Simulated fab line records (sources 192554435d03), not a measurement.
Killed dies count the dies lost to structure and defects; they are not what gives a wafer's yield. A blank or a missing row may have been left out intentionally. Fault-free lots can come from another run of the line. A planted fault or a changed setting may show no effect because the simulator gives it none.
fab line records	flow n5-finfet
record: lots: 10	wafers: 30	last-day: 17
route steps=1938 shown BEOL_M14@1746 BEOL_M15@1773 PASSIVATION@1936
lots untouched by any fault: they come from a run of this same line in which no faults occurred
start-h: start of the lot's first displayed wafer, in hours after the record's first day	wait-h: hours elapsed since this lot's preceding step	" unchanged from the row above	L1.1+2: a single row standing in for several wafers	- value missing, or start not given	* or withheld: withheld	< > ~ a bound
route shown NAME@n: names a module that has steps shown in the file, with the first one's number in the route	usual: mean and standard deviation over wafers with no fault	same: alike in all rows	chamber/n: place in a boat	sites: readings site by site	_std_site: standard deviation of those values	_edge_site: inner sites' mean taken away from outer sites' mean	radius-mm: for every site, how far away it sits from the centre of the wafer	mask NAME#n: copy n	behind: the last tool/chamber to shape the wafer	hold: why the lot was held/for how many hours/how that ended	device: names the non-switching transistor (n, p or np)	end of line: tests of these same wafers at the route's end	step lacking rows: just its recipe	killed: dies that structure and defects cost at the first sort, which is not the same as the wafer's yield	map: dies across one wafer; x = killed, . = not, _ = none there
set.NAME: setting as actually run; set.NAME@STEP: the setting as run at that earlier step	model.NAME: the simulator's own value behind a step, which no gauge read
steps of the route over a sample of lots; a table a step, a row a wafer
services: from which hour (start-h, from the record's first day; less than 0 if before it) a tool's chamber was out of use, for how many hours, and why
== steps ==
step: N5_BEOL_M14_CD_MEAS_28
recipe: target-cd-nm: 284.4	landing-energy-ev: 500	detector: se-inlens
usual: cd-nm: 284.1/1.2
lot.wafer	tool	chamber	start-h	wait-h	cd-nm
L818.1	cd-sem-02	0	244.72	-	284.4
L818.3	"	0	"	"	286.5
L818.6	"	0	"	"	285.3
L820.1	cd-sem-02	0	255.20	-	285.1
L820.2	"	0	"	"	284.4
L820.5	"	0	"	"	283.9
L819.1	cd-sem-03	0	256.38	-	284.3
L819.3	"	0	"	"	284.9
L819.5	"	0	"	"	284.4
L823.1	cd-sem-02	0	276.89	-	283.0
L823.4	"	0	"	"	283.3
L823.6	"	0	"	"	281.9
L822.2	cd-sem-03	0	277.35	-	285.9
L822.4	"	0	"	"	285.0
L822.5	"	0	"	"	285.6
L829.1	cd-sem-02	0	308.45	-	285.1
L829.2	"	0	"	"	285.3
L829.6	"	0	"	"	285.2
L830.1	cd-sem-03	0	317.13	-	285.7
L830.2	"	0	"	"	284.5
L830.3	"	0	"	"	285.7
L838.1	cd-sem-03	0	368.48	-	283.7
L838.4	"	0	"	"	283.0
L838.5	"	0	"	"	282.9
L840.2	cd-sem-03	0	379.05	-	284.2
L840.3	"	0	"	"	283.4
L840.6	"	0	"	"	283.2
L839.3	cd-sem-01	0	388.00	-	281.5
L839.4	"	0	"	"	282.7
L839.6	"	0	"	"	282.9
step: N5_BEOL_M14_ANNEAL_48
recipe: temp-c: 225	time-s: 90	ambient: N2
usual: wafer_temp_C_max: 226.1/0.36
lot.wafer	tool	chamber	start-h	wait-h	wafer_temp_C_max
L818.1	rtp-anneal-02	0	248.38	0.1	226.2
L818.3	"	0	"	"	226.4
L818.6	"	0	"	"	226.8
L820.1	rtp-anneal-01	0	258.06	0.1	226.2
L820.2	"	0	"	"	226.0
L820.5	"	0	"	"	226.1
L819.1	rtp-anneal-01	0	258.33	0.2	226.1
L819.3	"	0	"	"	225.9
L819.5	"	0	"	"	225.9
L823.1	rtp-anneal-02	0	279.68	0.1	225.8
L823.4	"	0	"	"	226.1
L823.6	"	0	"	"	226.0
L822.2	rtp-anneal-02	0	280.39	0.2	225.7
L822.4	"	0	"	"	226.4
L822.5	"	0	"	"	226.4
L829.1	rtp-anneal-02	0	315.91	0.9	225.9
L829.2	"	0	"	"	226.2
L829.6	"	0	"	"	226.5
L830.1	rtp-anneal-01	0	324.41	0.1	226.0
L830.2	"	0	"	"	225.9
L830.3	"	0	"	"	225.8
L838.1	rtp-anneal-02	0	374.23	0.1	226.2
L838.4	"	0	"	"	226.6
L838.5	"	0	"	"	226.6
L840.2	rtp-anneal-01	0	383.17	0.6	225.7
L840.3	"	0	"	"	225.8
L840.6	"	0	"	"	226.1
L839.3	rtp-anneal-02	0	390.39	0.2	226.0
L839.4	"	0	"	"	226.1
L839.6	"	0	"	"	226.5
step: N5_BEOL_M14_INSPECT_55
recipe: inspect-instrument: darkfield	mode: post-dep
usual: raw-defect-count: 81/28
lot.wafer	tool	chamber	start-h	wait-h	raw-defect-count
L818.1	defect-inspect-01	-	249.13	0.0	86
L818.3	"	-	"	"	144
L818.6	"	-	"	"	119
L820.1	defect-inspect-02	-	258.81	0.0	74
L820.2	"	-	"	"	76
L820.5	"	-	"	"	106
L819.1	defect-inspect-02	-	259.08	0.0	56
L819.3	"	-	"	"	65
L819.5	"	-	"	"	55
L823.1	defect-inspect-01	-	280.43	0.0	93
L823.4	"	-	"	"	83
L823.6	"	-	"	"	72
L822.2	defect-inspect-02	-	281.20	0.0	127
L822.4	"	-	"	"	92
L822.5	"	-	"	"	111
L829.1	defect-inspect-02	-	316.67	0.0	81
L829.2	"	-	"	"	111
L829.6	"	-	"	"	178
L830.1	defect-inspect-01	-	325.15	0.0	75
L830.2	"	-	"	"	71
L830.3	"	-	"	"	45
L838.1	defect-inspect-02	-	374.97	0.0	100
L838.4	"	-	"	"	122
L838.5	"	-	"	"	100
L840.2	defect-inspect-02	-	383.92	0.0	36
L840.3	"	-	"	"	75
L840.6	"	-	"	"	57
L839.3	defect-inspect-01	-	391.05	0.0	62
L839.4	"	-	"	"	64
L839.6	"	-	"	"	84
step: N5_BEOL_M15_ILD_DEP_00
recipe: material: SiO2	target-thk-a: 16293	temp-c: 400	precursor: TEOS/O2	pressure-torr: 6.5	rf-w: 900	teos-flow-sccm: 161.4	gas: O2	flow-sccm: 2650	time-s: 346.1
usual: heater-power-w: 500/67	run-length-s: 389.0/0.63	showerhead-plenum-p-Torr: 8.34/0.035	throttle-valve-pct: 18.8/1.3
lot.wafer	tool	chamber	start-h	wait-h	heater-power-w	run-length-s	showerhead-plenum-p-Torr	throttle-valve-pct
L818.1	pecvd-02	2	249.17	0.0	489	388.4	8.30	18.9
L818.3	"	0	"	"	481	388.7	8.29	19.6
L818.6	"	0	"	"	545	388.1	8.30	19.8
L820.1	pecvd-03	1	258.85	0.0	477	389.9	8.33	18.5
L820.2	"	2	"	"	552	388.6	8.29	16.3
L820.5	"	0	"	"	586	388.6	8.38	17.7
L819.1	pecvd-04	1	259.12	0.0	511	389.4	8.34	20.1
L819.3	"	2	"	"	528	389.8	8.34	17.4
L819.5	"	1	"	"	615	389.5	8.31	19.8
L823.1	pecvd-04	1	280.47	0.0	567	389.4	8.32	19.8
L823.4	"	1	"	"	633	389.4	8.31	19.7
L823.6	"	0	"	"	381	388.0	8.37	19.9
L822.2	pecvd-03	0	281.24	0.0	544	388.8	8.39	17.9
L822.4	"	0	"	"	442	388.5	8.38	18.0
L822.5	"	1	"	"	427	389.8	8.34	18.3
L829.1	pecvd-02	1	316.71	0.0	520	254.9	8.35	20.7
L829.2	"	2	"	"	449	388.2	8.30	19.3
L829.6	"	1	"	"	400	388.8	8.38	21.1
L830.1	pecvd-02	1	325.19	0.0	514	254.8	8.35	20.9
L830.2	"	0	"	"	484	388.3	8.31	19.8
L830.3	"	2	"	"	479	388.2	8.31	19.0
L838.1	pecvd-03	2	375.01	0.0	584	389.2	8.29	16.6
L838.4	"	0	"	"	442	389.0	8.37	18.0
L838.5	"	1	"	"	451	389.8	8.35	18.3
L840.2	pecvd-04	2	383.96	0.0	511	389.4	8.37	17.8
L840.3	"	1	"	"	654	389.8	8.32	19.5
L840.6	"	1	"	"	487	389.7	8.33	19.9
L839.3	pecvd-03	1	391.09	0.0	532	389.9	8.35	18.3
L839.4	"	1	"	"	585	390.4	8.34	18.3
L839.6	"	2	"	"	491	388.7	8.27	16.5
step: N5_BEOL_M15_THK_MEAS_01
recipe: reads: SiO2_of_BEOL_M15_ILD_DEP_00
usual: M15_ILD_THK: 1624/19
lot.wafer	tool	chamber	start-h	wait-h	M15_ILD_THK[nm]
L818.1	film-metro-01	-	249.42	0.1	1619
L818.3	"	-	"	"	1601
L818.6	"	-	"	"	1618
L820.1	film-metro-01	-	259.10	0.1	1615
L820.2	"	-	"	"	1610
L820.5	"	-	"	"	1655
L819.1	film-metro-02	-	259.37	0.1	1617
L819.3	"	-	"	"	1635
L819.5	"	-	"	"	1615
L823.1	film-metro-01	-	280.72	0.1	1589
L823.4	"	-	"	"	1599
L823.6	"	-	"	"	1618
L822.2	film-metro-01	-	281.49	0.1	1627
L822.4	"	-	"	"	1642
L822.5	"	-	"	"	1646
L829.1	film-metro-02	-	316.96	0.1	998
L829.2	"	-	"	"	1618
L829.6	"	-	"	"	1642
L830.1	film-metro-01	-	325.44	0.1	1003
L830.2	"	-	"	"	1625
L830.3	"	-	"	"	1604
L838.1	film-metro-01	-	375.26	0.1	1605
L838.4	"	-	"	"	1616
L838.5	"	-	"	"	1609
L840.2	film-metro-02	-	384.21	0.1	1615
L840.3	"	-	"	"	1599
L840.6	"	-	"	"	1630
L839.3	film-metro-01	-	391.34	0.1	1585
L839.4	"	-	"	"	1606
L839.6	"	-	"	"	1635
step: N5_BEOL_M15_CD_MEAS_17
recipe: target-cd-nm: 360	polarity: opening
usual: cd-nm: 360.9/1.4
lot.wafer	tool	chamber	start-h	wait-h	cd-nm
L818.1	cd-sem-01	-	250.43	0.0	361.5
L818.3	"	-	"	"	360.1
L818.6	"	-	"	"	360.7
L820.1	cd-sem-01	-	260.50	0.0	357.4
L820.2	"	-	"	"	359.8
L820.5	"	-	"	"	358.1
L819.1	cd-sem-02	-	260.53	0.0	360.6
L819.3	"	-	"	"	362.0
L819.5	"	-	"	"	362.4
L823.1	cd-sem-03	-	281.74	0.0	360.6
L823.4	"	-	"	"	363.4
L823.6	"	-	"	"	361.6
L822.2	cd-sem-03	-	282.81	0.0	363.7
L822.4	"	-	"	"	361.7
L822.5	"	-	"	"	360.2
L829.1	cd-sem-03	-	317.95	0.0	355.5
L829.2	"	-	"	"	361.3
L829.6	"	-	"	"	361.3
L830.1	cd-sem-01	-	326.33	0.0	353.3
L830.2	"	-	"	"	359.8
L830.3	"	-	"	"	361.1
L838.1	cd-sem-02	-	376.15	0.0	358.9
L838.4	"	-	"	"	360.7
L838.5	"	-	"	"	357.8
L840.2	cd-sem-02	-	385.14	0.0	360.0
L840.3	"	-	"	"	362.9
L840.6	"	-	"	"	361.3
L839.3	cd-sem-02	-	392.23	0.0	357.9
L839.4	"	-	"	"	359.1
L839.6	"	-	"	"	360.1
step: N5_PASSIVATION_PROBE_49
usual: defect-limited-yield: 91.3/1.4	killed_at_M0_to_M3: 35/11	killed_at_M4_up: 14/5.4	killed-at-contacts: 12/6.2	killed-at-front-end: 38/11	killed-at-other: 4.1/2.8	killed-dies: 103/17	killed-open: 66/13	killed-short: 34/8.2	sort_bin_5_function: 5.1/0.89	sort_bin_6_memory: 3.3/0.72	sort-n-pass: 1077/17	sort-yield-pct: 91.3/1.4
same: gross-dies: 1180	killed-at-back-side: 0	sort_bin_4_leakage[%]: 0	sort_bin_8_speed[%]: 0
lot.wafer	tool	chamber	start-h	wait-h	defect-limited-yield[%]	killed_at_M0_to_M3	killed_at_M4_up	killed-at-contacts	killed-at-front-end	killed-at-other	killed-dies	killed-open	killed-short	sort_bin_5_function[%]	sort_bin_6_memory[%]	sort-n-pass	sort-yield-pct[%]
L830.1	prober-02	-	345.97	0.0	92.2	23	13	12	39	5	92	59	29	4.2	3.3	1088	92.2
killed by level:class
L830.1 FIN_SAQP:geometric-particle:open=10 STI_FIN_REVEAL:geometric-particle:open=8 FIN_SAQP:geometric-particle:short=7 MOL_CONTACT_COAG:geometric-particle:open=7 BEOL_M0_SAQP:geometric-particle:short=5 BEOL_M3:geometric-particle:open=5 BEOL_M4:geometric-particle:open=5 BEOL_M0_SAQP:geometric-particle:open=4
== services ==
tool	chamber	start-h	hours	kind
pecvd-04	-	249.40	0.3	repair
pecvd-03	1	266.26	5.0	scheduled-down
pecvd-04	0	267.41	5.0	scheduled-down
pecvd-02	-	274.24	0.2	repair
pecvd-02	-	274.66	5.5	pm
pecvd-04	-	292.55	1.2	repair
pecvd-03	-	294.43	10.2	repair
pecvd-03	1	305.58	-	calibration
rtp-anneal-02	-	349.78	3.7	pm
pecvd-02	2	349.91	6.0	repair
== key ==
first-sign: step: N5_BEOL_M15_ILD_DEP_00	reading: run-length-s	direction: down	sigmas: 99+	usual: *	struck: *
effect: step: N5_BEOL_M15_THK_MEAS_01	reading: M15_ILD_THK	direction: down	sigmas: 33	usual: 1624	struck: 1000
effect: step: N5_BEOL_M15_CD_MEAS_17	reading: cd-nm	direction: down	sigmas: 4.8	usual: 360.9	struck: 354.4
met-at N5_BEOL_M15_ILD_DEP_00
struck-lots L829,L830
struck-wafers L829.1,L830.1
not-acting-at N5_BEOL_M14_CD_MEAS_28,N5_BEOL_M14_ANNEAL_48,N5_BEOL_M14_INSPECT_55
onset-between 249.17 316.71
fault: kind: process-parameter-drift	tool: pecvd-02	chamber: -	onset-h: 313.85	steps: N5_BEOL_M15_ILD_DEP_00	channel: time-s	offset: *	shape: step	end-h: 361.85	scope: struck-wafers-only	acts-in: *	stated: *
